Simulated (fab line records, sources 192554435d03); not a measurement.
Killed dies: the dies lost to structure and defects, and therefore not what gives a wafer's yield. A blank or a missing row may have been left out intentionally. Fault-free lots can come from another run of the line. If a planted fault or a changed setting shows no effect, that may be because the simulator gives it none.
Matching of chambers    flow n5-finfet    N5_DUMMY_GATE_ETCH_31 on rie-diel-06 has 4 sister chambers
The step etches SiO2 in C4F6/O2, target depth 82.5 nm, time 27.5 s. 14 wafers are shown with their chamber, then 7 later ones without.

== EACH WAFER AND ITS CHAMBER ==
wafer   chamber  showerhead-plenum-p-Torr (Torr)  drypump-motor-current-A (A)  throttle-valve-pct (%)
L078.2  3        2.82                             6.2                          21.22
L078.4  0        2.95                             5.6                          21.27
L078.6  0        2.95                             5.6                          21.27
L079.2  2        2.69                             4.8                          21.27
L079.3  1        2.64                             5.5                          20.92
L079.6  2        2.69                             4.8                          21.28
L080.1  0        2.95                             5.6                          21.30
L080.3  2        2.69                             4.8                          21.28
L080.5  3        2.82                             6.2                          21.23
L081.1  0        2.94                             5.6                          21.28
L081.3  3        2.82                             6.2                          21.23
L081.6  3        2.82                             6.1                          21.24
L087.1  2        2.68                             4.8                          21.28
L087.4  1        2.64                             5.5                          20.92

SIGNATURES, as means of the wafers listed above
reading                   chamber 0  chamber 1  chamber 2  chamber 3  scatter within a chamber
showerhead-plenum-p-Torr  2.9475     2.6400     2.6875     2.8200     0.00387
drypump-motor-current-A   5.600      5.500      4.800      6.175      0.0274
throttle-valve-pct        21.2800    20.9200    21.2775    21.2300    0.00935
Rule: for a wafer and a chamber, the distance is found by dividing, reading by reading, the gap between the wafer's reading and the chamber's mean by the reading's scatter, squaring, summing and taking the root. If the next closest chamber is less than 2 further off than the closest, the wafer can't be placed; otherwise it belongs to the closest. The scatter: take each reading less its chamber's mean, square it, sum over the shown wafers, divide by the number of wafers less the number of chambers, and take the root.

== WAFERS MISSING THEIR CHAMBER ==
wafer   showerhead-plenum-p-Torr (Torr)  drypump-motor-current-A (A)  throttle-valve-pct (%)
L087.5  2.81                             6.2                          21.23
L092.1  2.63                             5.5                          20.98
L092.2  3.02                             4.8                          20.98
L092.6  2.93                             5.6                          21.34
L097.1  2.93                             5.7                          21.36
L097.3  3.01                             4.8                          20.98
L097.5  2.63                             5.5                          20.98

== THE CHAMBER EACH PASSED THROUGH ==
wafer    from the rows above   in truth
L087.5   3                     3
L092.1   1                     1
L092.2   0                     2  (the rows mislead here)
L092.6   0                     0
L097.1   0                     0
L097.3   0                     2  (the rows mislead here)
L097.5   1                     1
Correct placement for 5 of the 7. Not placeable from these rows: 0. Wrongly placed: 2.
